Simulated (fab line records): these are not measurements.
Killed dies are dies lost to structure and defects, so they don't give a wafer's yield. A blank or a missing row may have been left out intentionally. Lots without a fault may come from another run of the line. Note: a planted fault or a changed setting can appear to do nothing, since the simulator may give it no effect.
Chamber matching	flow nand_harc	NHARC_A_M0_PRE_CLEAN_31 on pecvd-01 has 3 sister chambers
The step time 12 s. 14 wafers are shown with their chamber, then 7 later ones without.

## WAFERS WITH THEIR CHAMBER
wafer	chamber	heater_power_w (W)	heater_power_outer_w (W)
L083.1	2	473	261
L083.2	0	734	456
L083.6	2	481	263
L084.1	2	538	317
L084.3	0	716	426
L084.4	0	729	424
L089.2	2	486	262
L089.4	2	484	263
L089.6	1	660	389
L087.2	2	499	271
L087.4	2	500	275
L087.5	0	643	375
L086.1	2	528	306
L086.3	0	744	457

SIGNATURES, as means of the wafers listed above
reading	chamber 0	chamber 1	chamber 2	scatter within a chamber
heater_power_w	713.20	660.00	498.62	30.6
heater_power_outer_w	427.60	389.00	277.25	26.6
Rule: a wafer lies at a distance from a chamber equal to the root of the sum of squares, over the readings, of (its reading less the chamber's mean, divided by the reading's scatter). The wafer belongs to the nearest chamber; if the next one is less than 2 further off, it can't be placed. The scatter: take each reading less its chamber's mean, square it, sum over the shown wafers, divide by the number of wafers less the number of chambers, and take the root.

## WAFERS MISSING THEIR CHAMBER
wafer	heater_power_w (W)	heater_power_outer_w (W)
L086.6	737	439
L090.3	745	442
L090.5	748	442
L090.6	499	275
L095.1	468	253
L095.4	694	438
L095.6	639	388

## WHICH CHAMBER EACH WENT THROUGH
wafer	from the rows above	in truth
L086.6	0	0
L090.3	0	0
L090.5	0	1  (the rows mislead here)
L090.6	2	2
L095.1	2	2
L095.4	can't be placed: 0 or 1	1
L095.6	1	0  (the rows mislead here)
Placed correctly: 4 of 7. Can't be placed from these rows: 1 (the true chamber is among the candidates in 1). Placed wrongly: 2.
